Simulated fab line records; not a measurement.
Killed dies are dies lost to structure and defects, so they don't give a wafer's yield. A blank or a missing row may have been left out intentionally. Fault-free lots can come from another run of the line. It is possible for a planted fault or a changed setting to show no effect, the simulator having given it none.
Matching of chambers -- flow nand harc -- NHARC_A_STAIRCASE_CMP_450 on cmp-04: 4 sister chambers
The step polishes SiO2, target thk 200 nm. 8 wafers are shown with their chamber, then 7 later ones without.

EACH WAFER AND ITS CHAMBER
wafer,chamber,motor current A (A)
L078.1,1,12.8
L078.3,3,12.3
L078.4,0,13.9
L085.1,3,12.9
L085.2,1,13.0
L085.3,2,13.7
L086.3,0,13.2
L086.4,2,13.8

WAFERS WHOSE CHAMBER IS MISSING
wafer,motor current A (A)
L086.6,12.9
L089.2,13.3
L089.4,13.2
L089.5,13.7
L095.2,12.2
L095.4,13.3
L095.6,12.2

THE CHAMBER EACH PASSED THROUGH
wafer,from the rows above,in truth
L086.6,can't be placed: 1 or 3 or 0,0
L089.2,can't be placed: 0 or 1 or 2 or 3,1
L089.4,can't be placed: 1 or 0 or 2 or 3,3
L089.5,can't be placed: 2 or 0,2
L095.2,can't be placed: 3 or 1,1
L095.4,can't be placed: 0 or 1 or 2 or 3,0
L095.6,can't be placed: 3 or 1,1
Placed correctly: 0 of 7. Unplaceable from these rows: 7, with the true chamber sitting among the candidates in 7. Number placed wrongly: 0.
How it was worked out, from the rows above alone: a wafer's distance from a chamber is the root of the sum, over the readings, of the square of ((its reading less the chamber's mean) divided by the reading's scatter). The wafer belongs to the nearest chamber; if the next one is less than 2 further off, it can't be placed. A chamber's mean is the mean of its shown wafers. The scatter: take each reading less its chamber's mean, square it, sum over the shown wafers, divide by the number of wafers less the number of chambers, and take the root.
